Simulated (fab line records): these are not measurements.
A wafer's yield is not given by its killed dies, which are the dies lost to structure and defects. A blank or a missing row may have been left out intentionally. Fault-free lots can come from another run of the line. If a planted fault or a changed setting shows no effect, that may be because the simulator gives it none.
A struck lot beside a sound one || flow n5 finfet || 14 steps out of a route of 1938
Sound: wafers L700.1, L700.4, L700.5. Wafers struck: L698.3, L698.5, L698.6. The cause comes at the end.
For every step that has rows: the tool of each side, followed by ch and its chambers, followed by its first start. Under that, the readings that differ: sound wafers || struck wafers || difference of the means || sigmas: that difference in standard deviations of wafers without a fault.
alike: same words and numbers on both sides, and readings whose means sit less than 2 such deviations apart. not compared: any withheld reading, any reading some wafer has no value for, any bound like >300 that may hide the same value, and any number with overlapping values for which the record gives no deviation.
The two part at a step that has a row with sigmas, a row that says differs or no value, or rows on one side only. Numbers that have no deviation but don't overlap get no sigmas and don't part them. Lack of a reading on every wafer of one side parts them only where that side has two or more wafers.

N5_BEOL_M7_OVL_MEAS_29:
  sound on overlay-01 ch 0, day 12 01:54; struck on overlay-02 ch 0, day 11 06:53
{"reading": "V6_OVL (nm)", "sound": "-0.9 -0.6 0.5", "struck": "0.4 1.0 2.0", "difference": "+1.5", "sigmas": "+2"}
N5_BEOL_M7_INSPECT_30: inspects for defects (brightfield).
  sound on defect inspect-01, day 12 01:58; struck on defect inspect-01, day 11 06:56
  alike: raw defect count
then, 1 step without rows for these wafers: N5_BEOL_M7_DESCUM_33 (chemistry O2, time 7 s).
N5_BEOL_M7_ETCH_72: etches underlayer in N2/H2, target depth 6.5 nm, time 5.2 s.
  sound on rie diel-04 ch 0,2,3, day 12 02:02; struck on rie diel-03 ch 0,2,3, day 11 07:08
  alike: bias w, drypump motor current A, etch rf on time s, oes product au, rf fwd power W, rf vpp V, showerhead plenum p Torr, throttle valve pct
  not compared: rf hours counter h
N5_BEOL_M7_ETCH_65: etches SiARC in CF4, target depth 15.6 nm, time 26 s.
  sound on rie diel-04 ch 0,2,3, day 12 02:03; struck on rie diel-03 ch 0,2,3, day 11 07:09
  alike: bias w, drypump motor current A, etch rf on time s, oes product au, rf fwd power W, rf vpp V, showerhead plenum p Torr, throttle valve pct
  not compared: rf hours counter h
N5_BEOL_M7_ETCH_66: etches SOC in N2/H2, target depth 80 nm, overetch 16 nm, time 120 s.
  sound on rie diel-04 ch 0,2,3, day 12 02:05; struck on rie diel-03 ch 0,2,3, day 11 07:11
  alike: bias w, drypump motor current A, oes product au, rf fwd power W, rf vpp V, showerhead plenum p Torr, throttle valve pct
  not compared: rf hours counter h
then, 4 steps without rows for these wafers: N5_BEOL_M7_STRIP_69 (strips in N2/H2); N5_BEOL_M7_STRIP_73 (strips in N2/H2); N5_BEOL_M7_VIA_ETCH_34 (etches SiCOH lowk in C4F6/O2, target depth 125.5 nm, time 50.5 s); N5_BEOL_M7_STRIP_76 (strips in C4F6/O2).
N5_BEOL_M7_STRIP_36: strips in N2/H2.
  sound on rie diel-04 ch 0,2,3, day 12 02:14; struck on rie diel-03 ch 0,2,3, day 11 07:20
  alike: drypump motor current A, oes product au, rf vpp V, showerhead plenum p Torr, throttle valve pct
  not compared: rf hours counter h
N5_BEOL_M7_TRENCH_ETCH_37: etches SiCOH lowk in C4F6/O2, target depth 93.478 nm, time 31.2 s.
  sound on rie diel-04 ch 0,2,3; struck on rie diel-03 ch 0,2,3
  alike: bias w, drypump motor current A, oes product au, rf fwd power W, rf vpp V, showerhead plenum p Torr, throttle valve pct
  not compared: rf hours counter h
N5_BEOL_M7_ETCH_41: etches SiCN in CH3F/O2, target depth 31.9 nm, time 57.8 s.
  sound on rie diel-04 ch 0,2,3, day 12 02:18; struck on rie diel-03 ch 0,2,3, day 11 07:24
{"reading": "bias w (W)", "sound": "75.23 75.10 74.66", "struck": "61.18 61.34 61.24", "difference": -13.74, "sigmas": -65}
{"reading": "rf vpp V (V)", "sound": "297.9 296.4 298.5", "struck": "262.4 263.3 263.6", "difference": -34.5, "sigmas": -25}
{"reading": "model.etch.depth nm (nm)", "sound": "21.86 21.81 21.97", "struck": "20.6 20.44 20.91", "difference": -1.2, "sigmas": ""}
  alike: drypump motor current A, oes product au, rf fwd power W, showerhead plenum p Torr, throttle valve pct
  not compared: rf hours counter h
then, 1 step without rows for these wafers: N5_BEOL_M7_STRIP_80 (strips in N2/H2, time 10 s).

WHERE THEY PART
First at N5_BEOL_M7_OVL_MEAS_29; last, within this record, at N5_BEOL_M7_ETCH_41.

WHY: what the simulator had put in
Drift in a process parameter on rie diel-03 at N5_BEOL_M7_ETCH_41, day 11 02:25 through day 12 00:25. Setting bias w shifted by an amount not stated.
